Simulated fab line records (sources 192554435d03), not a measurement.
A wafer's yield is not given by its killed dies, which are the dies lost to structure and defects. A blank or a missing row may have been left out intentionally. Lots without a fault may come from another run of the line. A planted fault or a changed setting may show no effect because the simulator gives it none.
Chamber matching	flow n5-finfet	4 sister chambers for N5_BEOL_M6_DESCUM_16 on rie-diel-01
The step chemistry O2, time 7.9 s. 24 wafers are shown with their chamber, then 12 later ones without.

## WAFERS, EACH WITH ITS CHAMBER
wafer	chamber	showerhead-plenum-p-Torr (Torr)	throttle-valve-pct (%)	oes-product-au (a.u.)
L074.2	2	2.16	20.7	0.83
L074.4	1	2.07	20.4	0.76
L074.5	2	2.16	20.7	0.83
L076.3	0	2.02	20.0	0.92
L076.5	1	2.07	20.4	0.77
L076.6	0	2.02	20.0	0.92
L077.2	2	2.16	20.7	0.82
L077.3	1	2.06	20.4	0.75
L077.4	1	2.06	20.4	0.76
L078.2	3	2.19	20.7	0.70
L078.3	1	2.06	20.4	0.75
L078.4	2	2.16	20.7	0.81
L081.3	0	2.01	20.1	0.89
L081.4	2	2.16	20.7	0.81
L081.6	2	2.16	20.7	0.80
L084.2	1	2.06	20.4	0.75
L084.3	2	2.16	20.7	0.80
L084.4	3	2.19	20.8	0.69
L083.2	3	2.19	20.7	0.70
L083.5	1	2.06	20.4	0.75
L083.6	2	2.15	20.7	0.81
L085.1	2	2.15	20.7	0.79
L085.4	1	2.06	20.5	0.74
L085.5	2	2.15	20.7	0.79

SIGNATURES (means of the wafers above)
reading	chamber 0	chamber 1	chamber 2	chamber 3	scatter within a chamber
showerhead-plenum-p-Torr	2.0167	2.0625	2.1570	2.1900	0.00462
throttle-valve-pct	20.033	20.412	20.700	20.733	0.0332
oes-product-au	0.9100	0.7538	0.8090	0.6967	0.0125
Rule: for each reading, subtract the chamber's mean from the wafer's reading, divide by that reading's scatter and square the result; add these up over the readings and take the root, which gives the wafer's distance from the chamber. The wafer belongs to the nearest chamber; if the next one is less than 2 further off, it can't be placed. The scatter: the root of (the sum of the squares of (reading less its chamber's mean) over the shown wafers, divided by (wafers less chambers)).

## WAFERS MISSING THEIR CHAMBER
wafer	showerhead-plenum-p-Torr (Torr)	throttle-valve-pct (%)	oes-product-au (a.u.)
L089.1	2.15	20.7	0.79
L089.2	2.06	20.5	0.73
L089.3	2.01	20.1	0.86
L089.4	2.18	20.8	0.69
L089.5	2.15	20.7	0.79
L089.6	2.06	20.5	0.73
L097.1	2.15	20.7	0.78
L097.2	2.18	20.8	0.67
L097.3	2.05	20.5	0.73
L097.4	2.00	20.1	0.85
L097.5	2.14	20.7	0.77
L097.6	2.18	20.8	0.68

## THE CHAMBER EACH PASSED THROUGH
wafer	from the rows above	in truth
L089.1	2	2
L089.2	1	1
L089.3	0	0
L089.4	3	3
L089.5	2	2
L089.6	1	1
L097.1	2	2
L097.2	3	3
L097.3	1	1
L097.4	0	0
L097.5	2	2
L097.6	3	3
Correctly placed: 12 of 12. Can't be placed from these rows: 0. Number placed wrongly: 0.
